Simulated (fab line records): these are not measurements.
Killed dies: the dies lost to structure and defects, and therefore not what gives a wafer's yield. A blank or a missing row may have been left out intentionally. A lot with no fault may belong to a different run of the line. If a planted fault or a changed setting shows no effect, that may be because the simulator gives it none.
Which of the tools did it?    flow nand harc    Sampling: 14 lots, 42 wafers, 3 of 1159 route steps

## WHAT THE GAUGES SHOWED, per wafer
NHARC_P_M0_CD_MEAS_09: target cd 90 nm.
lot   measured      on         cd nm (nm)
L879  day 6 09:49   cd sem-02  90.4 90.1 89.9
L880  day 6 14:00   cd sem-02  90.3 90.1 88.2
L882  day 6 18:52   cd sem-01  90.6 90.7 90.9
L881  day 6 19:30   cd sem-01  90.6 90.7 89.5
L883  day 7 04:04   cd sem-03  89.8 89.2 90.1
L885  day 7 14:43   cd sem-03  102.2 101.5 101.3
L888  day 7 23:07   cd sem-01  88.8 89.7 88.6
L889  day 8 02:29   cd sem-01  101.4 101.5 101.3
L891  day 9 02:34   cd sem-02  90.4 89.6 90.4
L894  day 9 22:29   cd sem-03  89.7 89.8 90.1
L896  day 10 02:25  cd sem-03  89.9 90.2 90.7
L897  day 10 07:01  cd sem-03  89.4 89.3 89.3
L900  day 11 00:34  cd sem-03  90.9 90.7 89.8
L902  day 11 12:17  cd sem-03  90.6 89.7 89.5

## WHAT TOOL EACH LOT RAN ON (gives the tool, then ch and the chambers of the sampled wafers, and finally the start)
lot   NHARC_P_CONTACT_DESCUM_17           NHARC_P_M0_PEB_07
L879  rie diel-11 ch 1,3, day 5 18:32     litho track-01 ch 0, day 6 09:44
L880  rie diel-04 ch 0,1, day 6 01:08     litho track-04 ch 0, day 6 13:55
L882  rie diel-11 ch 1,3, day 6 04:10     litho track-01 ch 0, day 6 18:47
L881  rie diel-11 ch 0,1,2, day 6 07:21   litho track-04 ch 0, day 6 19:25
L883  rie diel-08 ch 0,1,3, day 6 16:56   litho track-06 ch 0, day 7 03:59
L885  rie diel-11 ch 0,1, day 7 10:43     litho track-04 ch 0, day 7 14:38
L888  rie diel-11 ch 1,2,3, day 7 17:49   litho track-06 ch 0, day 7 23:01
L889  rie diel-11 ch 2,3, day 7 22:22     litho track-04 ch 0, day 8 02:25
L891  rie diel-08 ch 1,2,3, day 8 22:01   litho track-01 ch 0, day 9 02:29
L894  rie diel-11 ch 0,2, day 9 12:23     litho track-06 ch 0, day 9 22:25
L896  rie diel-11 ch 0,3, day 9 19:54     litho track-06 ch 0, day 10 02:20
L897  rie diel-08 ch 1,2,3, day 10 02:47  litho track-01 ch 0, day 10 06:56
L900  rie diel-11 ch 1,2,3, day 10 20:25  litho track-01 ch 0, day 11 00:29
L902  rie diel-11 ch 1,3, day 11 08:25    litho track-06 ch 0, day 11 12:13
- NHARC_P_CONTACT_DESCUM_17: chemistry O2, time 3 s.
- NHARC_P_M0_PEB_07: peb time 65 s.

## AS READ BY THE TOOLS THEMSELVES (means over the sampled wafers that have a number; for cases with no such wafer, the mark the record gives instead)
NHARC_P_CONTACT_DESCUM_17.
lot   tool         drypump motor current A (A)  mfc ar sccm (sccm)  o2 flow sccm (sccm)  oes product au (a.u.)  rf vpp V (V)  showerhead plenum p Torr (Torr)  throttle valve pct (%)
L879  rie diel-11  6.0                          0.015               200.3                1.012                  57.2          1.86                             11.318
L880  rie diel-04  5.3                          0.026               200.0                1.018                  58.2          1.85                             11.307
L882  rie diel-11  6.0                          0.015               200.2                1.004                  58.2          1.86                             11.301
L881  rie diel-11  5.7                          0.011               199.9                1.010                  58.2          1.87                             11.308
L883  rie diel-08  5.9                          0.005               200.1                0.985                  58.1          1.94                             11.317
L885  rie diel-11  5.9                          0.009               199.1                1.014                  58.0          1.86                             11.307
L888  rie diel-11  5.8                          0.017               200.5                1.011                  57.1          1.87                             11.315
L889  rie diel-11  5.6                          0.032               200.0                1.011                  57.7          1.85                             11.314
L891  rie diel-08  5.7                          0.004               200.1                0.993                  57.3          1.97                             11.311
L894  rie diel-11  5.5                          0.020               200.2                1.005                  58.1          1.84                             11.315
L896  rie diel-11  5.6                          0.032               199.8                1.005                  57.0          1.81                             11.310
L897  rie diel-08  5.7                          0.004               199.7                1.008                  57.3          1.97                             11.312
L900  rie diel-11  5.8                          0.017               199.8                0.997                  57.3          1.87                             11.313
L902  rie diel-11  6.0                          0.015               199.9                0.990                  57.0          1.85                             11.310

NHARC_P_M0_PEB_07.
lot   tool            heater power total W (W)  plate temp C (C)
L879  litho track-01  156.6                     99.96
L880  litho track-04  156.7                     100.08
L882  litho track-01  156.6                     99.98
L881  litho track-04  156.5                     99.93
L883  litho track-06  157.0                     99.85
L885  litho track-04  163.5                     103.21
L888  litho track-06  156.3                     99.92
L889  litho track-04  163.2                     103.13
L891  litho track-01  157.1                     100.09
L894  litho track-06  156.5                     100.11
L896  litho track-06  156.8                     100.11
L897  litho track-01  156.8                     99.91
L900  litho track-01  156.5                     100.06
L902  litho track-06  156.7                     99.97

## THE ANSWER, worked out from the rows above alone
Rule: the usual values come from the lots themselves. The widest of any qualifying gaps counts: lots, ordered by their means at a reading, are off when they make up no more than a third of the lots, leave a main group of 4 or more, and stand apart from it by 3 or more times the standard deviation of that group's means. A main group is skipped when, at the precision printed for the reading in the tables above, its means are all equal. A lot without any number at a reading at which 4 lots or more have one is off too. The other lots that the step has rows for count as sound. First the gauges in route order, then the tools' own readings, where a lot's mean is used as printed above. At the first step where some lot is off, the reading lying furthest off is the one used; lots without a number count as furthest.
Off: L885, L889, at NHARC_P_M0_CD_MEAS_09 (cd nm). Main group: mean 90.0 nm, sd 0.47.
A tool fits if, at a process step before that reading, it ran every lot that is off, and no sound lot after the first of them. Not tried: the gauges at NHARC_P_M0_CD_MEAS_09; whatever is off there is also off at NHARC_P_M0_PEB_07, on other tools, and gauge error can't account for it. One fits: litho track-04 at NHARC_P_M0_PEB_07. A fault onset in the window from L881 (day 6 19:25, its last sound lot) to L885 (day 7 14:38, its first lot off) fits.
The tool's own readings at NHARC_P_M0_PEB_07 bear it out: on the lots that are off they differ by more than 5 times the standard deviation of the sound lots' means. heater power total W reads 163.3 W there against 156.7 W on the sound lots; plate temp C reads 103.17 C there against 100.00 C on the sound lots.

## WHAT WAS PUT IN BY THE SIMULATOR
Drift in process parameters on litho track-04 at NHARC_P_M0_PEB_07, starting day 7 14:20. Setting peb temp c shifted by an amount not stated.
Shown lots that were struck: L885, L889. This agrees with what the rule above found.
